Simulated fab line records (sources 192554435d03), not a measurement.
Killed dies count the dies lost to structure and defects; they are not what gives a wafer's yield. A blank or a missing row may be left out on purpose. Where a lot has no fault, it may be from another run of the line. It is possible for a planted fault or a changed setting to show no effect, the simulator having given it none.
Lot-split experiment | flow n5-finfet | on a route of 1938 steps: 7 lots, 21 wafers read

SPLIT DETAILS
At N5_BEOL_M11_COAT_22 (resist thk 90 nm), the setting spin-rpm was moved away from the recipe's 1500 rpm on 6 of the 21 wafers read, by -8.6% to +5.1%. All remaining wafers had this setting at the recipe value.

FROM THE SPLIT TO THE READING: what the file shows between them, 4 steps
- N5_BEOL_M11_EBR_24
- N5_BEOL_M11_SOFTBAKE_23: time 60 s
- N5_BEOL_M11_EXPOSE_25: exposes mask V10
- N5_BEOL_M11_PEB_26: peb time 60 s

THE READING
CAR-ArF_of_BEOL_M11_COAT_22.thk-nm (the simulator's own value, which no gauge read), in nm, at N5_BEOL_M11_DEVELOP_27 (develop time 30 s). The file gives no usual value for it. The 15 wafers here that ran the recipe average 88.3 nm, standard deviation 0.19 nm.

wafer  | tool, chamber at the split | spin-rpm as run, rpm | against the recipe | CAR-ArF_of_BEOL_M11_COAT_22.thk-nm, nm | against lot-mates on the recipe
L079.3 | litho-track-05, 0          | 1500                 | recipe             | 88.4                                   | -
L079.4 | litho-track-05, 0          | 1500                 | recipe             | 88                                     | -
L079.6 | litho-track-05, 0          | 1500                 | recipe             | 88.2                                   | -
L081.1 | litho-track-04, 0          | 1371                 | -8.6%              | 92.2                                   | +4.0
L081.2 | litho-track-04, 0          | 1371                 | -8.6%              | 92.4                                   | +4.2
L081.4 | litho-track-04, 0          | 1500                 | recipe             | 88.2                                   | -
L088.1 | litho-track-04, 0          | 1577                 | +5.1%              | 86                                     | -2.2
L088.3 | litho-track-04, 0          | 1577                 | +5.1%              | 86.2                                   | -2.0
L088.4 | litho-track-04, 0          | 1500                 | recipe             | 88.2                                   | -
L091.2 | litho-track-03, 0          | 1500                 | recipe             | 88.6                                   | -
L091.3 | litho-track-03, 0          | 1500                 | recipe             | 88                                     | -
L091.5 | litho-track-03, 0          | 1500                 | recipe             | 88.4                                   | -
L094.3 | litho-track-04, 0          | 1500                 | recipe             | 88.2                                   | -
L094.4 | litho-track-04, 0          | 1500                 | recipe             | 88.6                                   | -
L094.6 | litho-track-04, 0          | 1500                 | recipe             | 88.4                                   | -
L096.3 | litho-track-05, 0          | 1500                 | recipe             | 88.4                                   | -
L096.6 | litho-track-05, 0          | 1500                 | recipe             | 88.4                                   | -
L096.4 | litho-track-05, 0          | 1500                 | recipe             | 88.2                                   | -
L095.2 | litho-track-03, 0          | 1397                 | -6.9%              | 91.8                                   | +3.2
L095.6 | litho-track-03, 0          | 1397                 | -6.9%              | 91.8                                   | +3.2
L095.3 | litho-track-03, 0          | 1500                 | recipe             | 88.6                                   | -

THE FIT
A straight line over all 21 wafers: CAR-ArF_of_BEOL_M11_COAT_22.thk-nm changes by -0.469 nm for each +1% of spin-rpm; r = -0.99; the points scatter about the line by 0.2 nm.
The same after taking each lot's own level away (the mean of its wafers on the recipe; 21 wafers): -0.458 nm for each +1%; r = -1.00; scatter 0.17 nm.
On that fit, the largest move of spin-rpm shifts the reading by 3.9 nm.
The lots' own levels span 88.20 to 88.60 nm, that is 2.1 times the standard deviation above.
The two slopes agree, so the slope changes little with the lot-to-lot level.
Check: with one of the wafers moved furthest among these (-8.6%) left out of the fit, the line predicts +3.98 nm for it against its lot-mates. Against them it came out at +4 nm.

OTHER SPLITS APPLIED TO THESE WAFERS
These wafers also went through other splits before the reading. Each is held against what the fit with the lots' levels taken away leaves over:
other split on the same wafers | wafers away from the commonest value | r with CAR-ArF_of_BEOL_M11_COAT_22.thk-nm (lot level and that fit taken away)
N5_BEOL_M9_EXPOSE_08 dose-mj   | 9                                    | +0.16
N5_BEOL_M10_ILD_DEP_00 time-s  | 8                                    | +0.03
N5_BEOL_M11_COAT_63 spin-rpm   | 3                                    | +0.10

THE WHOLE CHAIN: every reading that the file lists as answering this split, in the file's order
step                   | what it does      | reading                                                                             | change (the file's fit)               | r (the file's)
N5_BEOL_M11_COAT_22    | resist thk 90 nm  | CAR-ArF_of_BEOL_M11_COAT_22.thk-nm (the simulator's own value, which no gauge read) | -0.471 nm for each +1% of the setting | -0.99
N5_BEOL_M11_DEVELOP_27 | develop time 30 s | CAR-ArF_of_BEOL_M11_COAT_22.thk-nm (the simulator's own value, which no gauge read) | -0.461 nm for each +1% of the setting | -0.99

FILE'S OWN FIT
CAR-ArF_of_BEOL_M11_COAT_22.thk-nm changes by -0.461 nm for each +1% of spin-rpm, r = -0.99.
